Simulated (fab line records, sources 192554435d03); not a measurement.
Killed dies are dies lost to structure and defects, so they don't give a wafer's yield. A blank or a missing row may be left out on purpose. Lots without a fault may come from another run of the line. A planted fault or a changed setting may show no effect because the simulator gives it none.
Which tool did it? | flow n5_finfet | 14 lots, 40 wafers sampled, at 6 steps of a route of 1938

WHAT THE GAUGES READ, wafer by wafer
N5_SDB_INSPECT_36: inspects for defects (darkfield). Usual: raw_defect_count 36, standard deviation 13.
lot  | measured    | on                | raw_defect_count | flag
L919 | day 4 01:32 | defect_inspect-02 | 39 49 40         |
L920 | day 4 04:47 | defect_inspect-01 | 33 25            |
L921 | day 4 08:30 | defect_inspect-02 | 56 38 47         |
L923 | day 5 00:04 | defect_inspect-01 | 23 28 70         |
L924 | day 5 08:16 | defect_inspect-01 | 22 19 26         |
L926 | day 5 17:46 | defect_inspect-02 | 36 38 24         |
L927 | day 6 03:55 | defect_inspect-01 | 47 35 55         |
L928 | day 6 05:16 | defect_inspect-01 | 24 38 32         |
L929 | day 6 12:19 | defect_inspect-02 | 54 50 27         |
L931 | day 6 21:53 | defect_inspect-01 | 37 29            |
L932 | day 7 04:18 | defect_inspect-01 | 46 17 35         |
L933 | day 7 08:47 | defect_inspect-01 | 45 35 26         |
L935 | day 7 20:50 | defect_inspect-02 | 76 44 57         |
L936 | day 8 02:34 | defect_inspect-02 | 54 36 52         |

N5_BEOL_M4_RC_MEAS_101. Usual: DIBL_N 36.0 mV/V, standard deviation 2.2; DIBL_P 35.9 mV/V, standard deviation 2.6; IOFF_N 0.16 nA/um, standard deviation 0.038; IOFF_P 0.21 nA/um, standard deviation 0.042; ION_N 675 uA/um, standard deviation 15; ION_P 463 uA/um, standard deviation 10; SS_N 71.5 mV/dec, standard deviation 0.62; SS_P 73.2 mV/dec, standard deviation 0.76; VT_N 250 mV, standard deviation 4.1; VT_P -251 mV, standard deviation 3.6.
lot  | measured     | on        | DIBL_N (mV/V)  | DIBL_P (mV/V)  | IOFF_N (nA/um) | IOFF_P (nA/um) | ION_N (uA/um) | ION_P (uA/um) | SS_N (mV/dec)  | SS_P (mV/dec)  | VT_N (mV)   | VT_P (mV)      | flag
L919 | day 7 20:41  | prober-01 | 35.0 32.8 33.8 | 34.6 32.3 32.1 | 0.13 0.11 0.12 | 0.20 0.17 0.16 | 672 658 665   | 464 457 461   | 71.2 70.6 71.6 | 72.7 72.4 72.1 | 250 256 254 | -250 -251 -251 |
L920 | day 8 00:44  | prober-01 | 37.3 35.4      | 37.3 35.0      | 0.17 0.14      | 0.21 0.19      | 674 667       | 461 454       | 71.5 71.6      | 73.2 72.4      | 251 251     | -254 -253      |
L921 | day 8 00:55  | prober-02 | 36.3 35.1 32.8 | 37.2 36.8 34.1 | 0.17 0.15 0.12 | 0.21 0.19 0.16 | 675 662 672   | 458 454 463   | 72.3 71.6 70.7 | 73.5 73.3 72.1 | 249 251 253 | -252 -252 -255 |
L923 | day 9 00:44  | prober-01 | 32.4 32.1 34.7 | 31.1 31.3 33.8 | 0.10 0.10 0.13 | 0.14 0.14 0.18 | 662 648 674   | 457 454 465   | 71.0 70.5 71.4 | 72.7 72.4 74.1 | 259 260 255 | -258 -257 -251 |
L924 | day 9 03:22  | prober-01 | 38.7 36.1 33.1 | 39.3 35.5 32.3 | 0.21 0.16 0.12 | 0.26 0.19 0.16 | 690 675 662   | 471 459 452   | 72.2 72.4 71.2 | 74.5 73.7 72.1 | 245 249 252 | -249 -251 -253 |
L926 | day 9 22:17  | prober-01 | 36.5 34.2 35.0 | 35.6 34.0 34.3 | 0.15 0.13 0.13 | 0.20 0.19 0.19 | 672 682 673   | 462 473 465   | 71.5 70.9 70.7 | 73.3 72.4 72.6 | 249 253 251 | -249 -250 -249 |
L927 | day 10 03:46 | prober-01 | 35.3 37.6 39.0 | 34.6 36.8 39.5 | 0.13 0.16 0.21 | 0.17 0.20 0.24 | 673 662 684   | 464 450 464   | 70.8 71.5 72.3 | 72.6 74.0 74.1 | 251 252 246 | -255 -254 -252 |
L928 | day 9 23:51  | prober-02 | 37.8 35.3 35.8 | 37.3 34.2 33.6 | 0.16 0.12 0.13 | 0.19 0.16 0.15 | 675 644 653   | 459 445 446   | 71.2 70.9 71.9 | 73.3 73.4 72.5 | 252 259 256 | -254 -256 -259 |
L929 | day 10 11:47 | prober-01 | 32.1 37.1 35.9 | 32.0 37.1 37.0 | 0.11 0.16 0.15 | 0.13 0.19 0.20 | 679 687 676   | 457 463 453   | 70.8 72.5 71.3 | 71.7 72.6 72.6 | 251 250 247 | -258 -254 -252 |
L931 | day 11 07:55 | prober-01 | 34.9 35.5      | 34.8 36.6      | 0.14 0.15      | 0.18 0.20      | 681 666       | 466 456       | 71.4 71.6      | 72.5 73.4      | 250 246     | -250 -254      |
L932 | day 11 13:40 | prober-02 | 35.7 32.8 36.7 | 35.0 31.4 34.6 | 0.15 0.11 0.16 | 0.19 0.15 0.19 | 671 670 669   | 464 458 457   | 70.9 70.7 71.8 | 72.2 72.1 72.8 | 248 253 249 | -250 -254 -250 |
L933 | day 11 07:28 | prober-02 | 36.8 37.0 36.8 | 35.6 36.6 36.4 | 0.16 0.16 0.16 | 0.23 0.25 0.24 | 677 671 685   | 467 471 473   | 70.6 71.9 71.2 | 73.3 73.8 72.4 | 249 247 250 | -247 -248 -253 |
L935 | day 11 22:24 | prober-01 | 36.0 34.2      | 37.5 34.9      | 0.18 0.15      | 0.24 0.19      | 687 694       | 470 480       | 71.2 71.1      | 73.3 72.6      | 246 249     | -246 -250      |
L936 | day 12 02:56 | prober-02 | 37.0 37.4 36.6 | 38.5 38.1 36.9 | 0.17 0.20 0.17 | 0.24 0.23 0.22 | 661 697 686   | 456 478 464   | 72.0 71.2 70.7 | 73.5 73.8 72.4 | 246 243 248 | -249 -251 -250 |

WHICH TOOL RAN EACH LOT (tool, then ch and the chambers of the sampled wafers, then the start)
lot  | N5_ILD0_ALD_15                   | N5_SDB_ETCH_17                    | N5_SDB_HM_OPEN_20                 | N5_SDB_STRIP_22
L919 | ald_sin-01 ch 1,2,3, day 3 17:19 | rie_diel-06 ch 0,1,2, day 3 21:02 | rie_diel-06 ch 0,1,2, day 3 21:13 | plasma_asher-01 ch 0,1, day 3 21:32
L920 | ald_sin-01 ch 1,2, day 3 20:38   | rie_diel-06 ch 0,3, day 3 23:40   | rie_diel-06 ch 0,3, day 3 23:52   | plasma_asher-01 ch 0, day 3 23:57
L921 | ald_sin-04 ch 2,3, day 4 01:29   | rie_diel-04 ch 0,1,2, day 4 04:40 | rie_diel-04 ch 0,1,2, day 4 04:52 | plasma_asher-02 ch 0,1, day 4 04:59
L923 | ald_sin-04 ch 0,1,3, day 4 15:01 | rie_diel-04 ch 0,2,3, day 4 18:09 | rie_diel-04 ch 0,2,3, day 4 18:20 | plasma_asher-01 ch 0,1, day 4 18:26
L924 | ald_sin-01 ch 2,3, day 5 01:01   | rie_diel-04 ch 0,1,2, day 5 04:10 | rie_diel-04 ch 0,1,2, day 5 04:21 | plasma_asher-01 ch 0,1, day 5 04:26
L926 | ald_sin-03 ch 0,2,3, day 5 10:34 | rie_diel-04 ch 1,2, day 5 13:41   | rie_diel-04 ch 1,2, day 5 13:53   | plasma_asher-02 ch 0,1, day 5 13:58
L927 | ald_sin-01 ch 1,2, day 5 20:38   | rie_diel-01 ch 1,3, day 5 23:58   | rie_diel-01 ch 1,3, day 6 00:09   | plasma_asher-02 ch 0,1, day 6 00:14
L928 | ald_sin-03 ch 1,2,3, day 5 22:19 | rie_diel-01 ch 0,1,3, day 6 01:27 | rie_diel-01 ch 0,1,3, day 6 01:39 | plasma_asher-01 ch 0,1, day 6 01:44
L929 | ald_sin-01 ch 0,1,3, day 6 05:03 | rie_diel-06 ch 2,3, day 6 08:11   | rie_diel-06 ch 2,3, day 6 08:22   | plasma_asher-02 ch 0,1, day 6 08:29
L931 | ald_sin-03 ch 0,1, day 6 15:43   | rie_diel-01 ch 0,3, day 6 17:47   | rie_diel-01 ch 0,3, day 6 17:59   | plasma_asher-01 ch 0,1, day 6 18:07
L932 | ald_sin-03 ch 1,3, day 6 21:22   | rie_diel-01 ch 0,1,2, day 7 00:29 | rie_diel-01 ch 0,1,2, day 7 00:41 | plasma_asher-02 ch 0,1, day 7 00:46
L933 | ald_sin-03 ch 0,1,2, day 7 01:57 | rie_diel-04 ch 0,3, day 7 04:58   | rie_diel-04 ch 0,3, day 7 05:09   | plasma_asher-02 ch 0, day 7 05:14
L935 | ald_sin-01 ch 0,1,2, day 7 13:53 | rie_diel-04 ch 0,3, day 7 17:01   | rie_diel-04 ch 0,3, day 7 17:12   | plasma_asher-01 ch 0,1, day 7 17:20
L936 | ald_sin-01 ch 1,2, day 7 19:45   | rie_diel-04 ch 0,3, day 7 22:46   | rie_diel-04 ch 0,3, day 7 22:57   | plasma_asher-02 ch 0,1, day 7 23:02
- N5_ILD0_ALD_15: deposits SiNx, target thk 24 nm, pulse time 1 s, ald cycles 480.
- N5_SDB_ETCH_17: etches SiARC in CF4, target depth 23.4 nm, time 39 s.
- N5_SDB_HM_OPEN_20: chemistry CH3F/O2, target SiNx, stops on poly-Si, target depth 24 nm.
- N5_SDB_STRIP_22: strips in N2/H2.

WHAT THE TOOLS THEMSELVES READ (means of the sampled wafers that have a number; where no wafer has one, the mark that the record gives instead)
N5_ILD0_ALD_15. Usual: heater_power_w 863 W, standard deviation 65; precursor_pulse_height_rel 0.999, standard deviation 0.02.
lot  | tool       | heater_power_w (W) | precursor_pulse_height_rel | flag
L919 | ald_sin-01 | 893                | 0.986                      |
L920 | ald_sin-01 | 886                | 0.997                      |
L921 | ald_sin-04 | 843                | 0.986                      |
L923 | ald_sin-04 | 894                | 0.993                      |
L924 | ald_sin-01 | 865                | 1.002                      |
L926 | ald_sin-03 | 876                | 1.008                      |
L927 | ald_sin-01 | 883                | 0.996                      |
L928 | ald_sin-03 | 850                | 0.993                      |
L929 | ald_sin-01 | 874                | 1.002                      |
L931 | ald_sin-03 | 822                | 1.000                      |
L932 | ald_sin-03 | 825                | 0.999                      |
L933 | ald_sin-03 | 845                | 1.004                      |
L935 | ald_sin-01 | 858                | 1.006                      |
L936 | ald_sin-01 | 913                | 0.987                      |

N5_SDB_ETCH_17. Usual: drypump_motor_current_A 5.7 A, standard deviation 0.33; etch_rf_on_time_s 38.7 s, standard deviation 1.4; oes_product_au 0.69 a.u., standard deviation 0.072; rf_vpp_V 184.4 V, standard deviation 1; showerhead_plenum_p_Torr 2.16 Torr, standard deviation 0.052; throttle_valve_pct 15.55 %, standard deviation 0.28.
lot  | tool        | drypump_motor_current_A (A) | etch_rf_on_time_s (s) | oes_product_au (a.u.) | rf_vpp_V (V) | showerhead_plenum_p_Torr (Torr) | throttle_valve_pct (%) | flag
L919 | rie_diel-06 | 5.7                         | 38.9                  | 0.70                  | 185.0        | 2.17                            | 15.57                  |
L920 | rie_diel-06 | 5.8                         | 39.5                  | 0.75                  | 183.6        | 2.13                            | 15.22                  |
L921 | rie_diel-04 | 5.7                         | 37.6                  | 0.69                  | 184.5        | 2.18                            | 15.37                  |
L923 | rie_diel-04 | 6.0                         | 38.1                  | 0.71                  | 184.5        | 2.16                            | 15.30                  |
L924 | rie_diel-04 | 5.7                         | 38.7                  | 0.68                  | 184.0        | 2.18                            | 15.38                  |
L926 | rie_diel-04 | 5.5                         | 37.4                  | 0.63                  | 185.0        | 2.19                            | 15.46                  |
L927 | rie_diel-01 | 5.5                         | 39.3                  | 0.70                  | 184.4        | 2.18                            | 15.70                  |
L928 | rie_diel-01 | 5.4                         | 38.3                  | 0.72                  | 184.2        | 2.19                            | 15.64                  |
L929 | rie_diel-06 | 5.8                         | 37.5                  | 0.74                  | 185.0        | 2.17                            | 15.65                  |
L931 | rie_diel-01 | 5.3                         | 38.6                  | 0.75                  | 185.8        | 2.17                            | 15.53                  |
L932 | rie_diel-01 | 5.5                         | 39.6                  | 0.66                  | 183.5        | 2.15                            | 15.85                  |
L933 | rie_diel-04 | 6.2                         | 38.5                  | 0.74                  | 184.8        | 2.14                            | 15.28                  |
L935 | rie_diel-04 | 6.2                         | 38.6                  | 0.71                  | 183.5        | 2.11                            | 15.34                  |
L936 | rie_diel-04 | 6.2                         | 38.1                  | 0.73                  | 184.8        | 2.14                            | 15.30                  |

N5_SDB_HM_OPEN_20. Usual: drypump_motor_current_A 5.7 A, standard deviation 0.33; oes_product_au 0.66 a.u., standard deviation 0.065; rf_vpp_V 300 V, standard deviation 9.2; showerhead_plenum_p_Torr 2.01 Torr, standard deviation 0.044; throttle_valve_pct 16.28 %, standard deviation 0.29.
lot  | tool        | drypump_motor_current_A (A) | oes_product_au (a.u.) | rf_vpp_V (V) | showerhead_plenum_p_Torr (Torr) | throttle_valve_pct (%) | flag
L919 | rie_diel-06 | 5.7                         | 0.67                  | 304          | 2.03                            | 16.30                  |
L920 | rie_diel-06 | 5.8                         | 0.73                  | 300          | 1.99                            | 15.95                  |
L921 | rie_diel-04 | 5.7                         | 0.65                  | 301          | 2.04                            | 16.08                  |
L923 | rie_diel-04 | 6.0                         | 0.69                  | 298          | 2.03                            | 16.06                  |
L924 | rie_diel-04 | 5.7                         | 0.65                  | 300          | 2.04                            | 16.10                  |
L926 | rie_diel-04 | 5.5                         | 0.59                  | 292          | 2.05                            | 16.17                  |
L927 | rie_diel-01 | 5.5                         | 0.67                  | 305          | 2.03                            | 16.37                  |
L928 | rie_diel-01 | 5.4                         | 0.70                  | 300          | 2.04                            | 16.30                  |
L929 | rie_diel-06 | 5.8                         | 0.69                  | 295          | 2.03                            | 16.38                  |
L931 | rie_diel-01 | 5.3                         | 0.73                  | 298          | 2.02                            | 16.20                  |
L932 | rie_diel-01 | 5.5                         | 0.64                  | 296          | 2.00                            | 16.53                  |
L933 | rie_diel-04 | 6.2                         | 0.71                  | 306          | 2.01                            | 16.04                  |
L935 | rie_diel-04 | 6.1                         | 0.61                  | 302          | 1.98                            | 16.15                  |
L936 | rie_diel-04 | 6.2                         | 0.63                  | 306          | 2.01                            | 16.06                  |

N5_SDB_STRIP_22. Usual: drypump_motor_current_A 5.7 A, standard deviation 0.36; heater_power_w 356 W, standard deviation 39; oes_product_au 0.715 a.u., standard deviation 0.0045; strip_time_to_endpoint_s 96.1 s, standard deviation 0.43.
lot  | tool            | drypump_motor_current_A (A) | heater_power_w (W) | oes_product_au (a.u.) | strip_time_to_endpoint_s (s) | flag
L919 | plasma_asher-01 | 5.5                         | 348                | 0.718                 | 95.5                         |
L920 | plasma_asher-01 | 6.1                         | 314                | 0.710                 | 96.3                         |
L921 | plasma_asher-02 | 5.6                         | 386                | 0.715                 | 95.7                         |
L923 | plasma_asher-01 | 5.8                         | 330                | 0.715                 | 96.2                         |
L924 | plasma_asher-01 | 5.5                         | 349                | 0.713                 | 95.7                         |
L926 | plasma_asher-02 | 5.7                         | 356                | 0.710                 | 95.6                         |
L927 | plasma_asher-02 | 5.5                         | 382                | 0.718                 | 96.1                         |
L928 | plasma_asher-01 | 5.5                         | 351                | 0.717                 | 96.2                         |
L929 | plasma_asher-02 | 5.6                         | 387                | 0.711                 | 96.0                         |
L931 | plasma_asher-01 | 5.7                         | 345                | 0.718                 | 95.8                         |
L932 | plasma_asher-02 | 5.7                         | 359                | 0.717                 | 96.4                         |
L933 | plasma_asher-02 | 5.4                         | 414                | 0.713                 | 96.0                         |
L935 | plasma_asher-01 | 5.9                         | 331                | 0.718                 | 101.1                        | OFF
L936 | plasma_asher-02 | 5.6                         | 380                | 0.722                 | 100.7                        | OFF

THE ANSWER, worked out from the rows above alone
Rule: a lot is off if the mean of its wafers that have a number lies more than 3 standard deviations from the usual mean. A lot without any number at a reading at which 4 lots or more have one is off too. The other lots that the step has rows for count as sound. The gauges are gone through in route order, then the tools' own readings, and for those a lot's mean is taken as printed above. The first step at which some lot is off is used, and at that step the reading that is off furthest; a lot without a number counts as furthest.
Off: L935, L936, at N5_SDB_STRIP_22 (strip_time_to_endpoint_s).
A tool fits if, at that step or a process step before it, it ran every lot that is off, and no sound lot after the first of them. Can't be told from this: 2 tools fit, ald_sin-01 at N5_ILD0_ALD_15, rie_diel-04 at N5_SDB_ETCH_17 and N5_SDB_HM_OPEN_20.

WHAT THE SIMULATOR HAD PUT IN
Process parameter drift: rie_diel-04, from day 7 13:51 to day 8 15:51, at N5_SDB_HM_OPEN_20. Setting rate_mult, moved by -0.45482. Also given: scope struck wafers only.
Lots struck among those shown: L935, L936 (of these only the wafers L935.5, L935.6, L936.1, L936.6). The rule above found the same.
